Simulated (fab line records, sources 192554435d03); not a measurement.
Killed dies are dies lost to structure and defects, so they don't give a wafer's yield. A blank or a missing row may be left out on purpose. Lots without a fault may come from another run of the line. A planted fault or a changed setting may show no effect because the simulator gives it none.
Problem report in the 8D (eight disciplines) form, filled by code | flow n5_finfet | the parts of the form that need people (team, actions taken, sign-off) are left out

1. THE PROBLEM
trench_depth_nm at N5_STI_FIN_REVEAL_FIN_H_MEAS_10 reads a mean of 72.5 nm on 4 wafers of 3 lots; wafers without a fault read 51.8 nm with a standard deviation of 0.77. That is +27 standard deviations from the usual mean.
First seen on wafer L221.1, day 5 13:35, on ocd-02. The record holds 28 wafers of 10 lots with a number at this step. Rule for "out", or "out of limits": more than 4 standard deviations from the usual mean. The other wafers with a number count as sound.

2. WHAT IT IS AND WHAT IT IS NOT
question                    | is                             | is not
which readings at this step | trench_depth_nm                | -
which lots                  | L221, L222, L227               | L210, L213, L216, L217, L218, L231, L232
which wafers of those lots  | L221.1, L221.6, L222.1, L227.6 | L222.4, L222.5, L227.3
read on which gauges        | ocd-01, ocd-02                 | -
when                        | from day 5 13:35               | up to then (15 sound wafers); but 9 sound wafers of L222, L227, L231, L232 came after

3. SUSPECTS, AND WHAT RULES EACH OUT
Counting: a tool at a process step up to the reading stays a suspect if it ran every lot that is out. Sound lots after the first of them don't rule it out here, since some wafers of a struck lot are sound.
- the gauge at N5_STI_FIN_REVEAL_FIN_H_MEAS_10: ruled out. The wafers that are out were read on 2 gauges (ocd-01, ocd-02).
- vapor_etch-01 at N5_STI_FIN_REVEAL_RECESS_09 (chemistry HF/NH3, target SiO2, afs cycles 11, target depth 42.5 nm, sublimation time 60 s): kept. It ran every lot that is out, first L221 (day 5 10:46); its last sound lot up to then is L218 (day 4 11:31).
- plasma_asher-01 at N5_STI_FIN_REVEAL_OXIDATION_31 (chemistry O2 PLASMA REMOTE, time 20 s): kept. It ran every lot that is out, first L221 (day 5 13:02); its last sound lot up to then is L218 (day 4 13:40).
Left after counting: vapor_etch-01 at N5_STI_FIN_REVEAL_RECESS_09, plasma_asher-01 at N5_STI_FIN_REVEAL_OXIDATION_31.

4. THE CAUSE (what the simulator had put in)
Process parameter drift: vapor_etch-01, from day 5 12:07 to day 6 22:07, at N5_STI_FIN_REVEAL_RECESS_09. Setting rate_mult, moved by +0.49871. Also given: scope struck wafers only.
Counting left 2 suspects, and this tool is among them.

5. THE CHAIN OF EFFECTS, in route order
Each row: a reading whose mean over the struck wafers that have a number lies more than 3 standard deviations from the usual. Only readings for which the record gives a usual standard deviation are gone through. hours: the time from each lot's start at the first step in this table that gives one to its start at this step, as a median over the lots. sigmas: the change in usual standard deviations.
hours | step                            | reading         | usual   | on struck wafers | change | sigmas
0     | N5_STI_FIN_REVEAL_FIN_H_MEAS_10 | trench_depth_nm | 51.8 nm | 72.5             | +20.7  | +27
Later measuring or inspecting steps at which every struck wafer that the step has a row for has a number for every such reading, and none has moved that far: N5_BEOL_M4_RC_MEAS_101.

6. WHAT WOULD HAVE CAUGHT IT SOONER
In this record the first reading out of limits at a measuring or inspecting step was taken at day 5 13:35, 1 hour after the fault began at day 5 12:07.
Of the tool readings at N5_STI_FIN_REVEAL_RECESS_09 for which the record gives a usual standard deviation, none was out on any struck wafer, so an alarm limit of 4 standard deviations on them would not have fired.
Of the lots that are out (3), L227 began N5_STI_FIN_REVEAL_RECESS_09 on vapor_etch-01 after day 5 13:35. A hold on the tool at that time would have spared it.
